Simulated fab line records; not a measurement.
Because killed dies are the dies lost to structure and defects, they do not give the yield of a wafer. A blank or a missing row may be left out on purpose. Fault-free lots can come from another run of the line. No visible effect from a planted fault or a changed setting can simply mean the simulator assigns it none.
fab line records ; flow n5Finfet
[record] lots = 5; wafers = 15; lastDay = 16
route steps=1938 shown BEOL_M15@1797 PASSIVATION@1936
lots untouched by any fault: they come from a run of this same line in which no faults occurred
startH: hours from the record's first day to the start of the lot's first wafer shown ; waitH: hours from the lot's prior step to this one ; " unchanged from the row above ; L1.1+2: one row covering several wafers at once ; - no value present, or no start provided ; * or withheld: withheld ; < > ~ a bound
route shown NAME@n: a module of which the file shows steps, and the number in the route of the first ; usual: mean and standard deviation over wafers with no fault ; same: alike in all rows ; chamber/n: place in a boat ; sites: per-site readings ; _std_site: standard deviation of those values ; _edge_site: the outer-site mean with the inner-site mean subtracted ; radiusMm: for every site, how far away it sits from the centre of the wafer ; mask NAME#n: copy n ; behind: the last tool/chamber to shape the wafer ; hold: why the lot was held/for how many hours/how that ended ; device: names the non-switching transistor (n, p or np) ; end of line: tests of these same wafers at the route's end ; for a step that has no rows: nothing shown but its recipe ; killed: dies that structure and defects cost at the first sort, which is not the same as the wafer's yield ; map: per-die view of a wafer (x killed, . not killed, _ where there is no die)
set.NAME: the setting as run; set.NAME@STEP: as run at that earlier step ; model.NAME: the simulator's own value behind a step, which no gauge read
lots seen at some steps along the route; tables by step, rows by wafer
services: the hour from which a tool's chamber was out of use, counted from the record's first day as startH (under 0 if before that day), plus the number of hours and why
[[steps]]
[step N5_BEOL_M15_COAT_22]
[recipe] spinRpm = 1704; resistThkNm = 800
[step N5_BEOL_M15_EBR_24]
[recipe] solvent = PGMEA; ebrWidthMm = 1.5
[step N5_BEOL_M15_SOFTBAKE_23]
[recipe] tempC = 130; timeS = 60
[step N5_BEOL_M15_EXPOSE_25]
[recipe] maskId = M15; na = 0.8; sourceShape = annular; sigmaInner = 0.5; sigmaOuter = 0.8; polarization = unpolarized; targetCdNm = 400; doseMj = 35.5
[step N5_BEOL_M15_PEB_26]
[recipe] pebTempC = 130; pebTimeS = 90
[step N5_BEOL_M15_DEVELOP_27]
[recipe] developTimeS = 45; rinseLiquid = diw; dry = airSpin; devTempC = 21
[step N5_BEOL_M15_HARDBAKE_32]
[recipe] tempC = 130; timeS = 120
[step N5_BEOL_M15_DESCUM_33]
[recipe] chemistry = O2; timeS = 7.9; sourcePowerW = 50; biasPowerW = 20; pressureMtorr = 20; rfFrequencyHz = 2.712e+07; tempC = 40; o2FlowSccm = 225
[step N5_BEOL_M15_ETCH_61]
[recipe] chemistry = N2/H2; target = BARC; targetDepthA = 890; overetchA = 267; timeS = 67.9; ionEnergyEv = 200; pressureMtorr = 30; sourceW = 840; biasW = 150; n2FlowSccm = 200; h2FlowSccm = 200
[step N5_BEOL_M15_TRENCH_ETCH_34]
[recipe] chemistry = C4F8/O2/Ar; target = SiO2; targetDepthA = 8729.3; heInnerTorr = 15; heOuterTorr = 30; timeS = 199; ionEnergyEv = 800; pressureMtorr = 20; sourceW = 1905; biasW = 2040; Ar_flow_sccm = 400; C4F8_flow_sccm = 16; O2_flow_sccm = 12
[usual] drypumpMotorCurrentA = 5.5/0.42; oesProductAu = 0.80/0.076; rfVppV = 2215/56; showerheadPlenumPTorr = 3.41/0.097; throttleValvePct = 30.89/0.27
lot.wafer;tool;chamber;startH;waitH;drypumpMotorCurrentA;oesProductAu;rfHoursCounterH;rfVppV;showerheadPlenumPTorr;throttleValvePct;model.etch.depthNm;model.coat_of_BEOL_M15_COAT_22.thkNm
L451.2;rieDiel-05;2;256.10;0.0;5.8;0.81;83;2164;3.44;30.62;866.5;539.8
L451.3;rieDiel-05;0;256.10;0.0;5.2;0.75;144;2255;3.30;31.17;860.6;551.8
L451.5;rieDiel-05;2;256.10;0.0;5.8;0.80;-;2163;3.44;30.63;863.5;541.2
L463.2;rieDiel-05;2;342.07;0.0;5.8;0.80;109;2161;3.43;30.67;882.3;535.4
L463.4;rieDiel-05;0;342.07;0.0;5.2;0.72;172;2255;3.29;31.18;915.6;539.6
L463.6;rieDiel-05;2;342.07;0.0;5.8;0.79;-;2161;3.43;30.68;879.7;538.4
L465.2;rieDiel-05;2;346.35;0.0;5.8;0.78;111;2161;3.43;30.67;865.4;542.6
L465.3;rieDiel-05;1;346.35;0.0;5.8;0.77;141;2143;3.41;30.75;872.8;544
L465.4;rieDiel-05;3;346.35;0.0;5.7;0.95;12;2297;3.56;30.86;933.9;531.2
L464.3;rieDiel-05;2;350.87;0.0;5.8;0.79;112;2161;3.43;30.66;878.9;535.2
L464.4;rieDiel-05;3;350.87;0.0;5.7;0.97;13;2299;3.56;30.89;959.5;523.4
L464.5;rieDiel-05;2;350.87;0.0;5.8;0.78;-;2161;3.43;30.69;936.9;523
L468.1;rieDiel-06;1;375.28;0.0;6.3;0.79;86;2265;3.59;30.61;860;553.4
L468.3;rieDiel-06;2;375.28;0.0;5.6;0.71;187;2259;3.31;31.44;847.1;546.6
L468.6;rieDiel-06;0;375.28;0.0;5.0;0.89;-;2221;3.36;31.06;849.9;542.2
[step N5_BEOL_M15_STRIP_36]
[recipe] chemistry = O2; powerW = 600; tempC = 60; pressureMtorr = 30; rfFrequencyHz = 6e+07; biasPowerW = 0; overashFraction = 0.3; o2FlowSccm = 225
[step N5_BEOL_M15_STRIP_62]
[recipe] chemistry = O2; powerW = 600; tempC = 60; pressureMtorr = 30; rfFrequencyHz = 6e+07; biasPowerW = 0; overashFraction = 0.3; o2FlowSccm = 225
[step N5_BEOL_M15_STRIP_37]
[recipe] chemistry = O2; powerW = 600; tempC = 60; pressureMtorr = 30; rfFrequencyHz = 6e+07; biasPowerW = 0; overashFraction = 0.3; o2FlowSccm = 225
[step N5_BEOL_M15_ETCH_38]
[recipe] chemistry = CF4/N2; target = SiCN; targetDepthA = 1064; taperDeg = 2; timeS = 120.5; ionEnergyEv = 150; maskMaterial = SiO2; pressureMtorr = 40; sourceW = 430; biasW = 70; Ar_flow_sccm = 100; cf4FlowSccm = 60; n2FlowSccm = 60
[step N5_BEOL_M15_PRECLEAN_39]
[recipe] chemistry = residueRemover; timeS = 60; tempC = 40
[step N5_BEOL_M15_SRD_40]
[recipe] timeS = 30; tempC = 23; rinseLiquid = diw; dry = n2Spin; spinRpm = 1500; dryTimeS = 30
[step N5_BEOL_M15_DEGAS_41]
[recipe] ambient = vacuum; tempC = 300; timeS = 60
[step N5_BEOL_M15_PRE_CLEAN_42]
[recipe] gas = H2/He; timeS = 30; tempC = 300
[step N5_BEOL_M15_SPUTTER_43]
[recipe] material = TaN; targetThkA = 150; tempC = 50; biasV = 168.6; powerW = 15000; chamberPressurePa = 0.12; timeS = 24.19
[step N5_BEOL_M15_SPUTTER_44]
[recipe] material = Ta; targetThkA = 150; tempC = 50; biasV = 80; powerW = 15000; chamberPressurePa = 0.07; timeS = 24.19
[step N5_BEOL_M15_SPUTTER_45]
[recipe] material = Cu; targetThkA = 1000; tempC = -20; biasV = 60; powerW = 26000; chamberPressurePa = 0.13; timeS = 16.67
[step N5_BEOL_M15_ECD_47]
[recipe] material = Cu; targetThkA = 18600
[step N5_BEOL_M15_ANNEAL_48]
[recipe] tempC = 225; timeS = 90; ambient = N2
[step N5_BEOL_M15_CMP_49]
[recipe] stopOn = SiO2; tOverpolishS = 4.9; downForcePsi = 2; platenRpm = 80; clearingPlatenDownForcePsi = 2; clearingPlatenRpm = 80; postCmpClean = cuAlkaline; targetThkNm = 850; clearingPlatenPadVelocityMS = 1.5917; padVelocityMS = 1.5917
[usual] barrierFieldEndpointS = 11.2/0.38; clearingPlatenDownForcePsi = 1.999/0.004; motorCurrentA = 8.1/0.72; overpolishRunS = 4.901/0.01
lot.wafer;tool;chamber;startH;waitH;barrierFieldEndpointS;clearingPlatenDownForcePsi;motorCurrentA;overpolishRunS;model.Cu_of_BEOL_M15_ECD_47.thkNm
L451.3;cmp-03;3;260.10;0.4;11.5;2.001;7.0;4.899;836.6
L451.2;cmp-03;0;260.10;0.4;11.4;2.000;8.1;4.910;844.4
L451.5;cmp-03;1;260.10;0.4;11.0;2.001;9.0;4.907;837.8
L463.4;cmp-02;3;346.06;0.1;11.5;2.002;8.2;4.920;893.4
L463.2;cmp-02;0;346.06;0.1;10.8;2.004;8.0;4.916;857
L463.6;cmp-02;3;346.06;0.1;11.6;1.994;8.0;4.907;857
L465.3;cmp-02;2;348.02;0.2;10.7;1.992;8.6;4.899;848.8
L465.4;cmp-02;0;348.02;0.2;10.8;1.993;8.1;4.900;908.8
L465.2;cmp-02;1;348.02;0.2;11.1;2.008;9.4;4.894;841.6
L464.4;cmp-03;1;355.89;0.1;10.9;1.999;8.9;4.907;934.8
L464.3;cmp-03;3;355.89;0.1;10.9;2.003;6.6;4.896;856.6
L464.5;cmp-03;1;355.89;0.1;10.8;1.998;8.8;4.905;912.6
L468.3;cmp-01;2;376.79;0.2;11.8;2.005;8.3;4.898;824.6
L468.1;cmp-01;0;376.79;0.2;11.6;1.998;7.3;4.905;836.2
L468.6;cmp-01;2;376.79;0.2;11.6;1.997;8.0;4.909;827.8
[step N5_BEOL_M15_THK_MEAS_50]
[recipe] thkMeasGauge = xrf; reads = Cu_of_BEOL_M15_ECD_47
[usual] M15_THK = 826/16
lot.wafer;tool;chamber;startH;waitH;M15_THK[nm]
L451.2;filmMetro-02;-;260.32;-;833
L451.3;filmMetro-02;-;260.32;-;822
L451.5;filmMetro-02;-;260.32;-;824
L463.2;filmMetro-02;-;346.36;-;846
L463.4;filmMetro-02;-;346.36;-;876
L463.6;filmMetro-02;-;346.36;-;846
L465.2;filmMetro-01;-;348.32;-;824
L465.3;filmMetro-01;-;348.32;-;834
L465.4;filmMetro-01;-;348.32;-;891
L464.3;filmMetro-01;-;356.19;-;840
L464.4;filmMetro-01;-;356.19;-;917
L464.5;filmMetro-01;-;356.19;-;890
L468.1;filmMetro-02;-;377.04;-;828
L468.3;filmMetro-02;-;377.04;-;817
L468.6;filmMetro-02;-;377.04;-;817
[step N5_BEOL_M15_PRE_CLEAN_52]
[recipe] gas = NH3; timeS = 15; tempC = withheld; rfPowerW = 300
[step N5_BEOL_M15_DEP_53]
[recipe] material = SiCN; targetThkA = 500; tempC = withheld; precursor = 3MS/NH3; pressureTorr = 3; rfW = 675; timeS = 17.8
[step N5_BEOL_M15_RS_MEAS_54]
[recipe] thkMeasGauge = four-point-probe; reads = Cu_of_BEOL_M15_ECD_47+Ta_of_BEOL_M15_SPUTTER_44+TaN_of_BEOL_M15_SPUTTER_43
[usual] M15_RS = 0.0217/0.00039
lot.wafer;tool;chamber;startH;waitH;M15_RS[ohm/sq]
L451.2;filmMetro-02;-;260.45;0.1;0.0217
L451.3;filmMetro-02;-;260.45;0.1;0.0219
L451.5;filmMetro-02;-;260.45;0.1;0.0218
L463.2;filmMetro-01;-;346.48;0.1;0.0214
L463.4;filmMetro-01;-;346.48;0.1;0.0205
L463.6;filmMetro-01;-;346.48;0.1;0.0214
L465.2;filmMetro-02;-;348.45;0.1;0.0217
L465.3;filmMetro-02;-;348.45;0.1;0.0215
L465.4;filmMetro-02;-;348.45;0.1;0.0201
L464.3;filmMetro-02;-;356.32;0.1;0.0214
L464.4;filmMetro-02;-;356.32;0.1;0.0195
L464.5;filmMetro-02;-;356.32;0.1;0.0200
L468.1;filmMetro-01;-;377.17;0.0;0.0219
L468.3;filmMetro-01;-;377.17;0.0;0.0222
L468.6;filmMetro-01;-;377.17;0.0;0.0221
[step N5_PASSIVATION_PROBE_49]
[usual] defectLimitedYield = 91.5/1.5; killed_at_M0_to_M3 = 33/9.9; killed_at_M4_up = 14/5.2; killedAtContacts = 11/5.2; killedAtFrontEnd = 38/10; killedAtOther = 4/3.5; killedDies = 100/18; killedOpen = 66/14; killedShort = 32/6.9; sort_bin_5_function = 5.0/1; sort_bin_6_memory = 3.1/0.69; sortNPass = 1080/18; sortYieldPct = 91.5/1.5
[same] grossDies = 1180; killedAtBackSide = 0; sort_bin_4_leakage[%] = 0; sort_bin_8_speed[%] = 0
lot.wafer;tool;chamber;startH;waitH;defectLimitedYield[%];killed_at_M0_to_M3;killed_at_M4_up;killedAtContacts;killedAtFrontEnd;killedAtOther;killedDies;killedOpen;killedShort;sort_bin_5_function[%];sort_bin_6_memory[%];sortNPass;sortYieldPct[%]
L463.2;prober-02;-;360.08;0.1;92.5;24;15;8;39;3;89;54;35;4.7;2.6;1091;92.5
L463.4;prober-02;-;360.18;0.2;91.9;22;11;11;36;15;95;60;34;5.0;2.5;1085;91.9
L463.6;prober-02;-;360.28;0.3;93.5;17;6;8;39;7;77;45;32;3.3;3.1;1103;93.5
L465.2;prober-01;-;365.27;0.1;91.9;26;4;22;42;2;96;66;29;5.3;2.7;1084;91.9
L465.3;prober-01;-;365.32;0.1;91.7;19;9;15;49;6;98;64;32;5.0;3.1;1082;91.7
L465.4;prober-01;-;365.37;0.2;93.9;16;16;8;29;3;72;47;23;4.0;2.1;1108;93.9
L464.3;prober-01;-;375.15;0.1;88.1;32;16;16;70;7;141;95;38;6.9;3.9;1039;88.1
L464.4;prober-01;-;375.20;0.2;91.1;35;16;15;32;7;105;71;30;6.4;2.4;1075;91.1
L464.5;prober-01;-;375.25;0.2;89.5;43;11;19;48;3;124;78;46;5.3;4.7;1056;89.5
// killed by level:class
L463.2 FIN_SAQP:geometricParticle:short=6 STI_FIN_REVEAL:geometricParticle:open=6 DUMMY_GATE:geometricParticle:open=6 BEOL_M4:geometricParticle:open=6 MOL_CONTACT_COAG:geometricParticle:open=5 BEOL_M3:geometricParticle:short=5 FIN_SAQP:geometricParticle:open=4 GATE_CUT:geometricParticle:open=4
L463.4 MOL_CONTACT_COAG:geometricParticle:open=8 FIN_SAQP:geometricParticle:short=5 STI_FIN_REVEAL:geometricParticle:open=5 BEOL_M2:geometricParticle:open=5 BEOL_M4:geometricParticle:open=5 FIN_SAQP:geometricParticle:open=4 GATE_CUT:geometricParticle:short=4 BEOL_M0_SAQP:geometricParticle:short=4
L463.6 FIN_SAQP:geometricParticle:short=7 BEOL_M2:geometricParticle:open=7 GATE_CUT:geometricParticle:short=6 MOL_CONTACT_COAG:geometricParticle:open=6 STI_FIN_REVEAL:geometricParticle:open=5 STARTING-WAFER:geometricParticle:open=5 ILD0:geometricParticle:short=4 FIN_SAQP:geometricParticle:open=3
L465.2 MOL_CONTACT_COAG:geometricParticle:open=18 STI_FIN_REVEAL:geometricParticle:open=12 ILD0:geometricParticle:short=6 BEOL_M0:geometricParticle:open=6 BEOL_M1:geometricParticle:open=6 FIN_SAQP:geometricParticle:open=5 DUMMY_GATE:geometricParticle:open=4 MOL_CONTACT_COAG:geometricParticle:short=4
L465.3 MOL_CONTACT_COAG:geometricParticle:open=14 STI_FIN_REVEAL:geometricParticle:open=10 FIN_SAQP:geometricParticle:short=6 GATE_CUT:geometricParticle:short=6 BEOL_M1:geometricParticle:open=5 BEOL_M3:geometricParticle:open=5 STARTING-WAFER:geometricParticle:open=5 STI_FIN_REVEAL:geometricParticle:short=4
L465.4 MOL_CONTACT_COAG:geometricParticle:open=6 DUMMY_GATE:geometricParticle:open=5 STI_FIN_REVEAL:geometricParticle:open=4 ILD0:geometricParticle:open=4 BEOL_M0_SAQP:geometricParticle:open=4 BEOL_M4:geometricParticle:short=4 BEOL_M5:geometricParticle:open=4 FIN_SAQP:geometricParticle:open=3
L464.3 STI_FIN_REVEAL:geometricParticle:open=23 FIN_SAQP:geometricParticle:open=16 MOL_CONTACT_COAG:geometricParticle:open=12 BEOL_M0_SAQP:geometricParticle:short=9 BEOL_M0_SAQP:geometricParticle:open=9 FIN_SAQP:geometricParticle:short=8 HKMG_FIN:areaEtch=8 BEOL_M5:geometricParticle:open=6
L464.4 BEOL_M0_SAQP:geometricParticle:open=12 MOL_CONTACT_COAG:geometricParticle:open=11 FIN_SAQP:geometricParticle:open=9 BEOL_M3:geometricParticle:open=8 FIN_SAQP:geometricParticle:short=7 STI_FIN_REVEAL:geometricParticle:open=5 BEOL_M0_SAQP:geometricParticle:short=5 BEOL_M1:geometricParticle:open=5
L464.5 FIN_SAQP:geometricParticle:open=17 BEOL_M0_SAQP:geometricParticle:short=17 MOL_CONTACT_COAG:geometricParticle:open=15 FIN_SAQP:geometricParticle:short=12 BEOL_M1:geometricParticle:open=10 BEOL_M4:geometricParticle:open=8 DUMMY_GATE:geometricParticle:open=6 BEOL_M3:geometricParticle:open=5
[[services]]
tool;chamber;startH;hours;kind
cmp-01;-;236.25;10.6;pm
cmp-03;-;246.92;6.7;pm
cmp-02;-;252.02;4.6;pm
cmp-01;-;257.26;2.1;repair
cmp-02;-;259.66;5.2;repair
rieDiel-05;2;268.41;8.9;repair
cmp-02;-;269.14;1.4;repair
rieDiel-05;3;295.09;-;clean
rieDiel-05;3;295.09;-;consumableReplace:focusRing
rieDiel-05;3;295.09;17.3;scheduledDown
rieDiel-05;3;295.09;17.3;ventCycle
rieDiel-06;3;296.55;2.8;repair
cmp-03;-;306.63;4.0;pm
rieDiel-05;1;307.24;4.8;repair
cmp-03;-;310.63;-;consumableReplace:conditioner
rieDiel-06;1;338.64;6.6;repair
cmp-01;-;339.06;4.9;pm
cmp-03;-;347.65;1.0;repair
cmp-01;-;349.24;1.2;repair
rieDiel-06;0;367.43;7.2;repair
cmp-03;-;368.25;3.7;repair
rieDiel-06;3;369.77;1.9;repair
cmp-01;-;370.05;3.5;repair
cmp-02;-;373.50;4.0;pm
[[key]]
[firstSign] step = N5_BEOL_M15_THK_MEAS_50; reading = M15_THK; direction = up; sigmas = 4.4; usual = 826; struck = 893
[effect] step = N5_BEOL_M15_RS_MEAS_54; reading = M15_RS; direction = down; sigmas = 4.3; usual = 0.0217; struck = 0.0200
[modelEffect] step = N5_BEOL_M15_TRENCH_ETCH_34; value = etch.depthNm; without = 875.9; struck = 936.5
[modelEffect] step = N5_BEOL_M15_CMP_49; value = Cu_of_BEOL_M15_ECD_47.thkNm; without = 851.8; struck = 912.4
metAt N5_BEOL_M15_TRENCH_ETCH_34
struckWafers L463.4,L464.4,L464.5,L465.4
onsetBetween 256.10 342.07
[fault] kind = processParameterDrift; tool = rieDiel-05; chamber = -; onsetH = 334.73; steps = N5_BEOL_M15_TRENCH_ETCH_34; channel = timeS; offset = *; shape = step; endH = 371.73; scope = struckWafersOnly; actsIn = *; stated = *
